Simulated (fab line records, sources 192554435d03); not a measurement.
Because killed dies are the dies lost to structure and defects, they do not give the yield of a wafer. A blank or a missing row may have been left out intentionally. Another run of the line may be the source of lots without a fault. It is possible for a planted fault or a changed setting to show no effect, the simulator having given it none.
Matching of chambers :: flow n5 finfet :: N5_BEOL_M12_DESCUM_15 on rie diel-03: 4 sister chambers
The step chemistry O2, time 7.9 s. 8 wafers are shown with their chamber, then 10 later ones without.

EACH WAFER AND ITS CHAMBER
wafer: L077.5
chamber: 3
drypump motor current A (A): 5.5
throttle valve pct (%): 20.46

wafer: L082.3
chamber: 1
drypump motor current A (A): 6.3
throttle valve pct (%): 20.67

wafer: L082.4
chamber: 0
drypump motor current A (A): 5.8
throttle valve pct (%): 20.22

wafer: L083.1
chamber: 3
drypump motor current A (A): 5.4
throttle valve pct (%): 20.46

wafer: L083.2
chamber: 2
drypump motor current A (A): 5.3
throttle valve pct (%): 20.33

wafer: L083.4
chamber: 1
drypump motor current A (A): 6.3
throttle valve pct (%): 20.66

wafer: L088.1
chamber: 2
drypump motor current A (A): 5.3
throttle valve pct (%): 20.37

wafer: L088.5
chamber: 0
drypump motor current A (A): 5.8
throttle valve pct (%): 20.27

WAFERS WITHOUT THEIR CHAMBER
wafer: L088.6
drypump motor current A (A): 5.5
throttle valve pct (%): 20.50

wafer: L092.1
drypump motor current A (A): 6.3
throttle valve pct (%): 20.71

wafer: L092.4
drypump motor current A (A): 5.3
throttle valve pct (%): 20.36

wafer: L092.6
drypump motor current A (A): 5.8
throttle valve pct (%): 20.27

wafer: L096.4
drypump motor current A (A): 5.5
throttle valve pct (%): 20.52

wafer: L096.5
drypump motor current A (A): 6.3
throttle valve pct (%): 20.70

wafer: L096.6
drypump motor current A (A): 5.8
throttle valve pct (%): 20.29

wafer: L097.1
drypump motor current A (A): 5.8
throttle valve pct (%): 20.29

wafer: L097.4
drypump motor current A (A): 6.3
throttle valve pct (%): 20.72

wafer: L097.5
drypump motor current A (A): 6.3
throttle valve pct (%): 20.72

EACH ONE'S CHAMBER
wafer: L088.6
from the rows above: 3
in truth: 3

wafer: L092.1
from the rows above: 1
in truth: 1

wafer: L092.4
from the rows above: 2
in truth: 2

wafer: L092.6
from the rows above: 0
in truth: 0

wafer: L096.4
from the rows above: 3
in truth: 3

wafer: L096.5
from the rows above: 1
in truth: 1

wafer: L096.6
from the rows above: 0
in truth: 0

wafer: L097.1
from the rows above: 0
in truth: 0

wafer: L097.4
from the rows above: 1
in truth: 1

wafer: L097.5
from the rows above: 1
in truth: 1
Correct placement for 10 of the 10. Can't be placed from these rows: 0. Placed wrongly: 0.
How it was worked out, from the rows above alone: a wafer's distance from a chamber is the root of the sum, over the readings, of the square of ((its reading less the chamber's mean) divided by the reading's scatter). The wafer belongs to the nearest chamber; if the next one is less than 2 further off, it can't be placed. For every chamber, the mean is computed from those of its wafers that are shown. How the scatter is found: for the shown wafers, subtract from each reading the mean of its chamber, square and add these, divide the total by (wafers less chambers), then take the root.
